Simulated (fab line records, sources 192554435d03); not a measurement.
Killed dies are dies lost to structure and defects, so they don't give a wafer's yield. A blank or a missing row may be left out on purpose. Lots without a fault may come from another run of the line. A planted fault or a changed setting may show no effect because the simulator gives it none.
Which tool did it? | flow n5_finfet | 14 lots, 42 wafers sampled, at 5 steps of a route of 1938

WHAT THE GAUGES READ, wafer by wafer
N5_DUMMY_GATE_CD_MEAS_24: target cd 15 nm. Usual: cd_nm 15.0 nm, standard deviation 0.31.
lot  | measured    | on        | cd_nm (nm)     | flag
L265 | day 2 21:50 | cd_sem-01 | 15.2 14.9 14.9 |
L266 | day 3 04:19 | cd_sem-03 | 15.2 14.9 14.7 |
L267 | day 3 12:47 | cd_sem-03 | 14.9 15.4 14.8 |
L268 | day 3 18:19 | cd_sem-02 | 14.9 15.0 15.1 |
L270 | day 4 06:54 | cd_sem-01 | 15.3 15.1 15.5 |
L273 | day 4 22:16 | cd_sem-01 | 14.9 14.6 15.1 |
L278 | day 6 07:52 | cd_sem-02 | 14.9 14.8 14.8 |
L282 | day 7 08:04 | cd_sem-03 | 14.6 15.1 14.9 |
L283 | day 7 10:25 | cd_sem-01 | 15.1 14.7 14.9 |
L284 | day 7 19:31 | cd_sem-01 | 15.0 15.6 15.0 |
L285 | day 7 23:35 | cd_sem-03 | 14.9 14.6 14.8 |
L286 | day 8 04:29 | cd_sem-03 | 15.2 15.2 15.0 |
L287 | day 8 11:14 | cd_sem-03 | 14.8 15.0 15.4 |
L288 | day 8 17:49 | cd_sem-03 | 15.4 14.9 15.4 |

N5_BEOL_M4_RC_MEAS_101. Usual: DIBL_P 36.4 mV/V, standard deviation 1.5; IOFF_P 0.210 nA/um, standard deviation 0.023; ION_P 463 uA/um, standard deviation 5.7; SS_P 73.3 mV/dec, standard deviation 0.56; VT_P -250.3 mV, standard deviation 2.3.
lot  | measured     | on        | DIBL_P (mV/V)  | IOFF_P (nA/um)    | ION_P (uA/um) | SS_P (mV/dec)  | VT_P (mV)            | flag
L265 | day 9 06:28  | prober-01 | 32.1 36.9 35.6 | 0.181 0.263 0.238 | 459 463 465   | 73.0 73.6 74.2 | -252.0 -247.5 -249.4 |
L266 | day 9 10:19  | prober-01 | 38.4 36.0 37.3 | 0.220 0.183 0.201 | 464 466 463   | 73.1 73.3 73.2 | -247.6 -254.1 -251.3 |
L267 | day 10 06:00 | prober-02 | 34.8 36.9 37.1 | 0.180 0.217 0.213 | 453 459 462   | 72.3 73.5 73.3 | -248.9 -248.0 -248.4 |
L268 | day 9 12:20  | prober-01 | 35.6 34.6 34.0 | 0.205 0.180 0.169 | 461 455 454   | 73.3 73.7 73.6 | -249.8 -252.2 -253.3 |
L270 | day 10 07:53 | prober-01 | 35.1 38.1 34.8 | 0.200 0.241 0.192 | 467 465 462   | 72.2 73.4 72.0 | -251.3 -246.9 -251.6 |
L273 | day 11 01:58 | prober-01 | 39.1 40.0 37.9 | 0.239 0.259 0.216 | 470 466 460   | 74.5 73.4 73.3 | -248.6 -246.6 -248.6 |
L278 | day 12 11:01 | prober-01 | 28.2 24.1 26.8 | 0.068 0.050 0.061 | 372 371 373   | 72.2 70.6 72.0 | -275.0 -277.4 -274.8 | OFF
L282 | day 14 01:54 | prober-01 | 28.5 27.0 29.6 | 0.058 0.053 0.063 | 369 370 377   | 72.7 71.6 72.3 | -277.6 -277.9 -276.7 | OFF
L283 | day 13 18:05 | prober-02 | 37.6 35.8 35.3 | 0.251 0.227 0.210 | 470 469 462   | 73.5 73.2 73.4 | -247.7 -247.3 -249.9 |
L284 | day 13 23:07 | prober-02 | 36.0 35.4 34.7 | 0.192 0.187 0.168 | 465 459 456   | 72.3 72.1 72.4 | -251.0 -251.1 -252.2 |
L285 | day 14 03:29 | prober-02 | 35.7 34.3 35.9 | 0.211 0.188 0.224 | 468 465 467   | 73.6 73.3 73.2 | -248.7 -250.2 -248.7 |
L286 | day 14 05:38 | prober-01 | 37.8 37.8 36.5 | 0.224 0.230 0.202 | 465 464 466   | 73.4 73.7 73.5 | -249.6 -250.2 -252.1 |
L287 | day 14 15:42 | prober-02 | 38.6 37.0 35.9 | 0.259 0.228 0.212 | 477 465 467   | 73.5 74.1 73.8 | -249.3 -249.0 -250.1 |
L288 | day 15 06:20 | prober-02 | 38.0 36.5 38.2 | 0.233 0.205 0.235 | 468 465 467   | 73.6 72.4 72.8 | -249.7 -248.6 -249.1 |

WHICH TOOL RAN EACH LOT (tool, then ch and the chambers of the sampled wafers, then the start)
lot  | N5_DUMMY_GATE_ETCH_36             | N5_DUMMY_GATE_ETCH_42             | N5_SPACER0_ALD_00
L265 | rie_diel-04 ch 0,1,2, day 2 21:04 | rie_diel-04 ch 1,3, day 2 21:52   | ald_sin-02 ch 0,2, day 2 22:18
L266 | rie_diel-04 ch 0,1,3, day 3 03:34 | rie_diel-04 ch 1,2,3, day 3 04:22 | ald_sin-04 ch 1,2,3, day 3 04:47
L267 | rie_diel-04 ch 0,1, day 3 12:01   | rie_diel-06 ch 0,3, day 3 12:53   | ald_sin-02 ch 1,2, day 3 14:02
L268 | rie_diel-01 ch 0,3, day 3 17:28   | rie_diel-04 ch 0,1,3, day 3 18:21 | ald_sin-03 ch 0,1, day 3 18:54
L270 | rie_diel-04 ch 0,1,2, day 4 06:08 | rie_diel-01 ch 0,2,3, day 4 06:57 | ald_sin-03 ch 0,1,3, day 4 07:27
L273 | rie_diel-04 ch 0,1,3, day 4 21:31 | rie_diel-01 ch 0,1,3, day 4 22:19 | ald_sin-02 ch 0,2,3, day 4 23:54
L278 | rie_diel-04 ch 1,2,3, day 6 07:05 | rie_diel-01 ch 1,3, day 6 07:55   | ald_sin-04 ch 0,3, day 6 08:20
L282 | rie_diel-06 ch 0,1, day 7 07:17   | rie_diel-06 ch 0,1,3, day 7 08:16 | ald_sin-04 ch 2,3, day 7 08:44
L283 | rie_diel-04 ch 1,2, day 7 09:38   | rie_diel-04 ch 0,1,2, day 7 10:28 | ald_sin-03 ch 1,2,3, day 7 10:53
L284 | rie_diel-04 ch 2,3, day 7 18:45   | rie_diel-04 ch 1,3, day 7 19:34   | ald_sin-03 ch 0,1,3, day 7 20:00
L285 | rie_diel-01 ch 0,1, day 7 22:49   | rie_diel-01 ch 0,2, day 7 23:38   | ald_sin-03 ch 0,3, day 8 00:04
L286 | rie_diel-04 ch 0,1, day 8 03:43   | rie_diel-04 ch 0,1,3, day 8 04:32 | ald_sin-03 ch 0,3, day 8 05:08
L287 | rie_diel-01 ch 1,2,3, day 8 10:13 | rie_diel-06 ch 0,2,3, day 8 11:18 | ald_sin-02 ch 1,2,3, day 8 12:14
L288 | rie_diel-06 ch 0,2, day 8 17:01   | rie_diel-01 ch 0,1,3, day 8 17:51 | ald_sin-02 ch 0,1,3, day 8 18:17
- N5_DUMMY_GATE_ETCH_36: etches SiARC in CF4, target depth 13 nm.
- N5_DUMMY_GATE_ETCH_42: etches SiO2 in CHF3/O2, target depth 3.5 nm, time 31 s.
- N5_SPACER0_ALD_00: deposits SiOCN, target thk 3.5 nm, pulse time 3 s, purge time 2 s.

WHAT THE TOOLS THEMSELVES READ (means of the sampled wafers that have a number; where no wafer has one, the mark that the record gives instead)
N5_DUMMY_GATE_ETCH_36. Usual: bias_w 35.99 W, standard deviation 0.1; drypump_motor_current_A 5.7 A, standard deviation 0.54; oes_product_au 0.80 a.u., standard deviation 0.094; rf_vpp_V 184.1 V, standard deviation 1.3; showerhead_plenum_p_Torr 2.14 Torr, standard deviation 0.074; throttle_valve_pct 15.61 %, standard deviation 0.2.
lot  | tool        | bias_w (W) | drypump_motor_current_A (A) | oes_product_au (a.u.) | rf_vpp_V (V) | showerhead_plenum_p_Torr (Torr) | throttle_valve_pct (%) | flag
L265 | rie_diel-04 | 36.02      | 5.8                         | 0.77                  | 184.3        | 2.12                            | 15.68                  |
L266 | rie_diel-04 | 36.06      | 5.7                         | 0.73                  | 184.7        | 2.16                            | 15.72                  |
L267 | rie_diel-04 | 35.93      | 5.6                         | 0.73                  | 184.0        | 2.10                            | 15.70                  |
L268 | rie_diel-01 | 36.11      | 5.4                         | 0.76                  | 182.6        | 2.14                            | 15.55                  |
L270 | rie_diel-04 | 36.00      | 5.8                         | 0.76                  | 183.5        | 2.12                            | 15.70                  |
L273 | rie_diel-04 | 36.02      | 5.7                         | 0.82                  | 184.9        | 2.15                            | 15.58                  |
L278 | rie_diel-04 | 36.01      | 6.0                         | 0.83                  | 183.7        | 2.17                            | 15.59                  |
L282 | rie_diel-06 | 35.94      | 5.9                         | 0.86                  | 184.7        | 2.17                            | 15.42                  |
L283 | rie_diel-04 | 35.87      | 6.0                         | 0.78                  | 184.7        | 2.18                            | 15.70                  |
L284 | rie_diel-04 | 35.93      | 6.1                         | 0.81                  | 183.4        | 2.11                            | 15.63                  |
L285 | rie_diel-01 | 36.01      | 5.9                         | 0.84                  | 184.6        | 2.17                            | 15.44                  |
L286 | rie_diel-04 | 35.99      | 5.5                         | 0.89                  | 185.7        | 2.26                            | 15.45                  |
L287 | rie_diel-01 | 35.92      | 5.7                         | 0.85                  | 183.8        | 2.11                            | 15.42                  |
L288 | rie_diel-06 | 35.91      | 6.4                         | 0.93                  | 185.3        | 2.19                            | 15.41                  |

N5_DUMMY_GATE_ETCH_42. Usual: bias_w 12.00 W, standard deviation 0.035; drypump_motor_current_A 5.7 A, standard deviation 0.53; oes_product_au 0.80 a.u., standard deviation 0.089; rf_vpp_V 42.6 V, standard deviation 0.87; showerhead_plenum_p_Torr 2.42 Torr, standard deviation 0.083; throttle_valve_pct 18.78 %, standard deviation 0.18.
lot  | tool        | bias_w (W) | drypump_motor_current_A (A) | oes_product_au (a.u.) | rf_vpp_V (V) | showerhead_plenum_p_Torr (Torr) | throttle_valve_pct (%) | flag
L265 | rie_diel-04 | 12.00      | 5.9                         | 0.76                  | 43.0         | 2.51                            | 18.83                  |
L266 | rie_diel-04 | 12.01      | 6.0                         | 0.77                  | 43.0         | 2.45                            | 18.86                  |
L267 | rie_diel-06 | 11.97      | 5.5                         | 0.72                  | 41.9         | 2.37                            | 19.03                  |
L268 | rie_diel-04 | 11.98      | 5.7                         | 0.72                  | 42.4         | 2.43                            | 18.87                  |
L270 | rie_diel-01 | 12.00      | 5.2                         | 0.79                  | 42.5         | 2.40                            | 18.71                  |
L273 | rie_diel-01 | 11.99      | 5.8                         | 0.81                  | 43.1         | 2.44                            | 18.66                  |
L278 | rie_diel-01 | 11.98      | 6.3                         | 0.78                  | 42.8         | 2.43                            | 18.69                  |
L282 | rie_diel-06 | 12.02      | 5.4                         | 0.80                  | 42.9         | 2.39                            | 18.83                  |
L283 | rie_diel-04 | 12.03      | 5.8                         | 0.84                  | 42.5         | 2.47                            | 18.78                  |
L284 | rie_diel-04 | 11.99      | 5.9                         | 0.82                  | 43.1         | 2.49                            | 18.77                  |
L285 | rie_diel-01 | 12.02      | 5.2                         | 0.82                  | 42.9         | 2.41                            | 18.70                  |
L286 | rie_diel-04 | 11.96      | 5.7                         | 0.87                  | 42.7         | 2.51                            | 18.66                  |
L287 | rie_diel-06 | 11.97      | 6.0                         | 0.87                  | 42.5         | 2.41                            | 18.81                  |
L288 | rie_diel-01 | 11.99      | 5.8                         | 0.87                  | 42.6         | 2.42                            | 18.58                  |

N5_SPACER0_ALD_00. Usual: heater_power_w 830 W, standard deviation 79; precursor_pulse_height_rel 0.999, standard deviation 0.02.
lot  | tool       | heater_power_w (W) | precursor_pulse_height_rel | flag
L265 | ald_sin-02 | 866                | 0.993                      |
L266 | ald_sin-04 | 803                | 0.996                      |
L267 | ald_sin-02 | 840                | 0.965                      |
L268 | ald_sin-03 | 866                | 1.028                      |
L270 | ald_sin-03 | 894                | 1.005                      |
L273 | ald_sin-02 | 861                | 1.005                      |
L278 | ald_sin-04 | 694                | 0.992                      |
L282 | ald_sin-04 | 896                | 0.986                      |
L283 | ald_sin-03 | 829                | 1.012                      |
L284 | ald_sin-03 | 886                | 1.004                      |
L285 | ald_sin-03 | 895                | 0.997                      |
L286 | ald_sin-03 | 905                | 1.003                      |
L287 | ald_sin-02 | 825                | 1.015                      |
L288 | ald_sin-02 | 790                | 0.990                      |

THE ANSWER, worked out from the rows above alone
Rule: a lot is off if the mean of its wafers that have a number lies more than 3 standard deviations from the usual mean. A lot without any number at a reading at which 4 lots or more have one is off too. The other lots that the step has rows for count as sound. The gauges are gone through in route order, then the tools' own readings, and for those a lot's mean is taken as printed above. The first step at which some lot is off is used, and at that step the reading that is off furthest; a lot without a number counts as furthest.
Off: L278, L282, at N5_BEOL_M4_RC_MEAS_101 (ION_P).
A tool fits if, at a process step before that reading, it ran every lot that is off, and no sound lot after the first of them. The gauges at N5_BEOL_M4_RC_MEAS_101 are tried like those tools. One fits: ald_sin-04 at N5_SPACER0_ALD_00. Its last sound lot is L266 (day 3 04:47), its first lot that is off L278 (day 6 08:20): a fault that began between those two fits.

WHAT THE SIMULATOR HAD PUT IN
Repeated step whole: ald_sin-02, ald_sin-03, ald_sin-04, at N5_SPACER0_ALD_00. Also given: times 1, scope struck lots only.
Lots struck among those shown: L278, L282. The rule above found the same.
